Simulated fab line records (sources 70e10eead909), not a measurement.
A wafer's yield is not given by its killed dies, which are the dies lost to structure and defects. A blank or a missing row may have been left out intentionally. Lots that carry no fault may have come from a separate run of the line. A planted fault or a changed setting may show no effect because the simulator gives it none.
Chamber matching + flow nand-harc + 4 sister chambers for NHARC_A_CHANNEL_FILL_D1_ALD_14 on ald-hk-01
The step deposits SiO2, target thk 2.5 nm, pulse time 10 s, ald cycles 25. 8 wafers are shown with their chamber, then 6 later ones without.

## EACH WAFER AND ITS CHAMBER
| wafer  | chamber | heater-power-w (W) | precursor-pulse-height-rel |
|--------|---------|--------------------|----------------------------|
| L918.5 | 2       | 510                | 1.006                      |
| L920.2 | 2       | 501                | 0.995                      |
| L920.6 | 1       | 493                | 1.030                      |
| L922.2 | 0       | 468                | 0.996                      |
| L922.4 | 3       | 472                | 1.019                      |
| L922.6 | 1       | 468                | 0.991                      |
| L923.2 | 3       | 456                | 1.014                      |
| L923.4 | 0       | 456                | 0.990                      |

## WAFERS WHOSE CHAMBER IS MISSING
| wafer  | heater-power-w (W) | precursor-pulse-height-rel |
|--------|--------------------|----------------------------|
| L923.5 | 466                | 1.016                      |
| L926.3 | 479                | 1.042                      |
| L926.6 | 457                | 1.027                      |
| L933.1 | 479                | 0.987                      |
| L933.3 | 486                | 0.989                      |
| L933.5 | 471                | 0.977                      |

## CHAMBER TAKEN BY EACH
| wafer  | from the rows above               | in truth |
|--------|-----------------------------------|----------|
| L923.5 | can't be placed: 3 or 1 or 0      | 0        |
| L926.3 | can't be placed: 1 or 3 or 2 or 0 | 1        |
| L926.6 | can't be placed: 3 or 1 or 0      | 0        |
| L933.1 | can't be placed: 0 or 1 or 3 or 2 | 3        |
| L933.3 | can't be placed: 1 or 2 or 0 or 3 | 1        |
| L933.5 | can't be placed: 0 or 1 or 3      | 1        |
0 of 6 placed correctly. Not placeable from these rows: 6 (in 6, the candidates include the true chamber). Number placed wrongly: 0.
How it was worked out, from the rows above alone: a wafer's distance from a chamber is the root of the sum, over the readings, of the square of ((its reading less the chamber's mean) divided by the reading's scatter). The wafer belongs to the nearest chamber; if the next one is less than 2 further off, it can't be placed. The mean given for a chamber averages the wafers shown for that chamber. The scatter: the root of (the sum of the squares of (reading less its chamber's mean) over the shown wafers, divided by (wafers less chambers)).
